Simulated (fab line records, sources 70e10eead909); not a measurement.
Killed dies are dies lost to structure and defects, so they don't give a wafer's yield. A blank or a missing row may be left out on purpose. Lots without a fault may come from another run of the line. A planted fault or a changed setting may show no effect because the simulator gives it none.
Which tool did it? | flow nand_harc | 13 lots, 37 wafers sampled, at 5 steps of a route of 1159

WHAT THE GAUGES READ, wafer by wafer
NHARC_END_SORT_01. Usual: killed_at_array 30, standard deviation 10; killed_at_other 0.5, standard deviation 0.82; killed_at_periphery 2.9, standard deviation 2; killed_dies 34, standard deviation 11; killed_open 3.2, standard deviation 1.8; killed_short 2.0, standard deviation 1.4.
lot  | measured     | on        | killed_at_array | killed_at_other | killed_at_periphery | killed_dies | killed_open | killed_short | flag
L496 | day 23 22:50 | prober-01 | 20 12 672       | 2 0 0           | 5 5 5               | 27 17 677   | 1 1 4       | 1 2 4        | OFF
L498 | day 24 22:59 | prober-01 | 15 672          | 1 0             | 3 5                 | 19 677      | 3 1         | 1 1          | OFF
L497 | day 24 17:32 | prober-01 | 50 675          | 0 0             | 9 2                 | 59 677      | 4 3         | 1 1          | OFF

WHICH TOOL RAN EACH LOT (tool, then ch and the chambers of the sampled wafers, then the start)
lot  | NHARC_A_STAIRCASE_DEP_322       | NHARC_A_STAIRCASE_DEP_325       | NHARC_A_STAIRCASE_ETCH_444         | NHARC_A_STAIRCASE_ETCHBACK_157
L478 | pecvd-01 ch 0,1,2, day 12 06:05 | pecvd-03 ch 1,2, day 12 13:28   | rie_diel-10 ch 0,1,3, day 12 21:41 | rie_diel-01 ch 0,1,2, day 13 01:54
L480 | pecvd-04 ch 0,1, day 13 10:41   | pecvd-03 ch 0,2, day 13 18:40   | rie_diel-09 ch 0,3, day 14 02:22   | rie_diel-10 ch 0,1,3, day 14 06:27
L481 | pecvd-01 ch 1,2, day 13 10:47   | pecvd-04 ch 1,2, day 13 18:40   | rie_diel-01 ch 0,1, day 14 02:41   | rie_diel-09 ch 2,3, day 14 06:48
L482 | pecvd-04 ch 0,1,2, day 13 22:40 | pecvd-01 ch 0,1,2, day 14 06:39 | rie_diel-09 ch 0,1,3, day 14 15:25 | rie_diel-10 ch 0,2,3, day 14 19:10
L483 | pecvd-03 ch 0,1,2, day 13 22:44 | pecvd-03 ch 0,1, day 14 06:32   | rie_diel-10 ch 0,1,3, day 14 15:33 | rie_diel-01 ch 0,2,3, day 14 19:29
L484 | pecvd-01 ch 1,2, day 14 17:26   | pecvd-04 ch 0,1,2, day 15 01:16 | rie_diel-10 ch 0,1,3, day 15 09:11 | rie_diel-09 ch 1,3, day 15 13:09
L487 | pecvd-01 ch 0,2, day 15 10:29   | pecvd-01 ch 0,2, day 15 17:26   | rie_diel-01 ch 0,1,2, day 16 05:05 | rie_diel-10 ch 0,1,3, day 16 08:59
L488 | pecvd-03 ch 0,2, day 15 10:41   | pecvd-03 ch 0,2, day 15 17:31   | rie_diel-01 ch 0,1,3, day 16 02:29 | rie_diel-10 ch 0,2,3, day 16 07:11
L489 | pecvd-03 ch 0,1, day 15 22:13   | pecvd-01 ch 0,1, day 16 05:14   | rie_diel-10 ch 0,1,3, day 16 12:58 | rie_diel-01 ch 0,2,3, day 16 17:06
L496 | pecvd-01 ch 1,2, day 16 20:47   | pecvd-03 ch 0,1, day 17 04:01   | rie_diel-10 ch 0,2,3, day 17 11:54 | rie_diel-01 ch 0,1,2, day 17 16:10
L498 | pecvd-04 ch 1,2, day 17 22:42   | pecvd-03 ch 2, day 18 06:43     | rie_diel-10 ch 0,1, day 18 18:59   | rie_diel-01 ch 1,3, day 18 23:01
L497 | pecvd-03 ch 1,2, day 17 23:16   | pecvd-01 ch 0,1, day 18 06:54   | rie_diel-10 ch 0,3, day 18 18:30   | rie_diel-10 ch 0,1, day 18 21:36
L500 | pecvd-04 ch 0,2, day 18 22:52   | pecvd-04 ch 0,1,2, day 19 07:07 | rie_diel-09 ch 1,2, day 19 14:55   | rie_diel-09 ch 0,1,3, day 19 19:01
- NHARC_A_STAIRCASE_DEP_322: deposits SiO2, target thk 3800 nm.
- NHARC_A_STAIRCASE_DEP_325: deposits SiO2, target thk 3800 nm.
- NHARC_A_STAIRCASE_ETCH_444: etches the open film in C4F8/O2, target depth 10200 nm, time 3400 s.
- NHARC_A_STAIRCASE_ETCHBACK_157: etches the open film in CH3F/O2, target depth 90 nm, time 167.14 s.

WHAT THE TOOLS THEMSELVES READ (means of the sampled wafers that have a number; where no wafer has one, the mark that the record gives instead)
NHARC_A_STAIRCASE_DEP_322. Usual: heater_power_w 695 W, standard deviation 82.
lot  | tool     | heater_power_w (W) | flag
L478 | pecvd-01 | 737                |
L480 | pecvd-04 | 744                |
L481 | pecvd-01 | 644                |
L482 | pecvd-04 | 673                |
L483 | pecvd-03 | 706                |
L484 | pecvd-01 | 673                |
L487 | pecvd-01 | 720                |
L488 | pecvd-03 | 706                |
L489 | pecvd-03 | 693                |
L496 | pecvd-01 | 705                |
L498 | pecvd-04 | 633                |
L497 | pecvd-03 | 634                |
L500 | pecvd-04 | 624                |

NHARC_A_STAIRCASE_DEP_325. Usual: heater_power_w 688 W, standard deviation 81.
lot  | tool     | heater_power_w (W) | flag
L478 | pecvd-03 | 661                |
L480 | pecvd-03 | 734                |
L481 | pecvd-04 | 703                |
L482 | pecvd-01 | 693                |
L483 | pecvd-03 | 690                |
L484 | pecvd-04 | 684                |
L487 | pecvd-01 | 727                |
L488 | pecvd-03 | 730                |
L489 | pecvd-01 | 688                |
L496 | pecvd-03 | 638                |
L498 | pecvd-03 | 760                |
L497 | pecvd-01 | 638                |
L500 | pecvd-04 | 645                |

NHARC_A_STAIRCASE_ETCH_444. Usual: chamber_pressure_mTorr 25.000 mTorr, standard deviation 0.022; oes_product_au 0.931 a.u., standard deviation 0.022; rf_vpp_V 809 V, standard deviation 4.5; run_length_s 3421.4 s, standard deviation 0.51.
lot  | tool        | chamber_pressure_mTorr (mTorr) | oes_product_au (a.u.) | rf_vpp_V (V) | run_length_s (s) | flag
L478 | rie_diel-10 | 24.991                         | 0.919                 | 810          | 3421.1           |
L480 | rie_diel-09 | 25.004                         | 0.922                 | 810          | 3422.2           |
L481 | rie_diel-01 | 25.002                         | 0.941                 | 811          | 3421.4           |
L482 | rie_diel-09 | 25.004                         | 0.913                 | 810          | 3421.9           |
L483 | rie_diel-10 | 24.994                         | 0.912                 | 809          | 3420.9           |
L484 | rie_diel-10 | 25.013                         | 0.917                 | 810          | 3420.8           |
L487 | rie_diel-01 | 25.021                         | 0.929                 | 806          | 3421.5           |
L488 | rie_diel-01 | 24.988                         | 0.927                 | 811          | 3421.5           |
L489 | rie_diel-10 | 25.002                         | 0.973                 | 809          | 3420.8           |
L496 | rie_diel-10 | 24.978                         | 0.970                 | 812          | 3908.7           | OFF
L498 | rie_diel-10 | 24.989                         | 0.929                 | 806          | 4152.6           | OFF
L497 | rie_diel-10 | 24.982                         | 0.944                 | 810          | 4152.5           | OFF
L500 | rie_diel-09 | 25.004                         | 0.920                 | 809          | 3422.1           |

NHARC_A_STAIRCASE_ETCHBACK_157. Usual: chamber_pressure_mTorr 24.999 mTorr, standard deviation 0.025; drypump_motor_current_A 5.8 A, standard deviation 0.46; oes_product_au 0.97 a.u., standard deviation 0.039; rf_vpp_V 245.0 V, standard deviation 1.6; showerhead_plenum_p_Torr 2.51 Torr, standard deviation 0.1; throttle_valve_pct 20.665 %, standard deviation 0.0093.
lot  | tool        | chamber_pressure_mTorr (mTorr) | drypump_motor_current_A (A) | oes_product_au (a.u.) | rf_vpp_V (V) | showerhead_plenum_p_Torr (Torr) | throttle_valve_pct (%) | flag
L478 | rie_diel-01 | 24.999                         | 5.7                         | 0.92                  | 244.8        | 2.46                            | 20.655                 |
L480 | rie_diel-10 | 24.983                         | 5.6                         | 0.91                  | 245.2        | 2.52                            | 20.663                 |
L481 | rie_diel-09 | 24.989                         | 5.3                         | 0.99                  | 246.1        | 2.60                            | 20.654                 |
L482 | rie_diel-10 | 24.987                         | 5.9                         | 0.91                  | 245.7        | 2.56                            | 20.668                 |
L483 | rie_diel-01 | 24.995                         | 5.7                         | 1.00                  | 244.1        | 2.46                            | 20.664                 |
L484 | rie_diel-09 | 24.991                         | 5.6                         | 0.92                  | 244.6        | 2.51                            | 20.673                 |
L487 | rie_diel-10 | 25.003                         | 5.6                         | 1.01                  | 245.6        | 2.51                            | 20.659                 |
L488 | rie_diel-10 | 24.987                         | 5.9                         | 1.00                  | 245.8        | 2.56                            | 20.671                 |
L489 | rie_diel-01 | 25.008                         | 5.7                         | 1.01                  | 244.3        | 2.45                            | 20.672                 |
L496 | rie_diel-01 | 24.997                         | 5.7                         | 0.92                  | 243.8        | 2.44                            | 20.666                 |
L498 | rie_diel-01 | 25.022                         | 5.7                         | 0.94                  | 245.4        | 2.52                            | 20.677                 |
L497 | rie_diel-10 | 25.038                         | 5.9                         | 1.01                  | 243.7        | 2.44                            | 20.657                 |
L500 | rie_diel-09 | 24.983                         | 5.6                         | 0.99                  | 245.5        | 2.51                            | 20.665                 |

THE ANSWER, worked out from the rows above alone
Rule: a lot is off if the mean of its wafers that have a number lies more than 3 standard deviations from the usual mean. A lot without any number at a reading at which 4 lots or more have one is off too. The other lots that the step has rows for count as sound. The gauges are gone through in route order, then the tools' own readings, and for those a lot's mean is taken as printed above. The first step at which some lot is off is used, and at that step the reading that is off furthest; a lot without a number counts as furthest.
Off: L496, L498, L497, at NHARC_END_SORT_01 (killed_at_array). Neither off nor sound, because the step has no rows for them: L478, L480, L481, L482, L483, L484, L487, L488, L489, L500.
A tool fits if, at a process step before that reading, it ran every lot that is off, and no sound lot after the first of them. The gauges at NHARC_END_SORT_01 aren't tried: what is off there is off at NHARC_A_STAIRCASE_ETCH_444 too, on other tools, and a gauge's error can't cause that. One fits: rie_diel-10 at NHARC_A_STAIRCASE_ETCH_444. It ran no sound lot before its first lot that is off in this sample, so the start can't be narrowed down.

WHAT THE SIMULATOR HAD PUT IN
Process parameter drift: rie_diel-10, from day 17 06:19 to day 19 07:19, at NHARC_A_STAIRCASE_ETCH_444. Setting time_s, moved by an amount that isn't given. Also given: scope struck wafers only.
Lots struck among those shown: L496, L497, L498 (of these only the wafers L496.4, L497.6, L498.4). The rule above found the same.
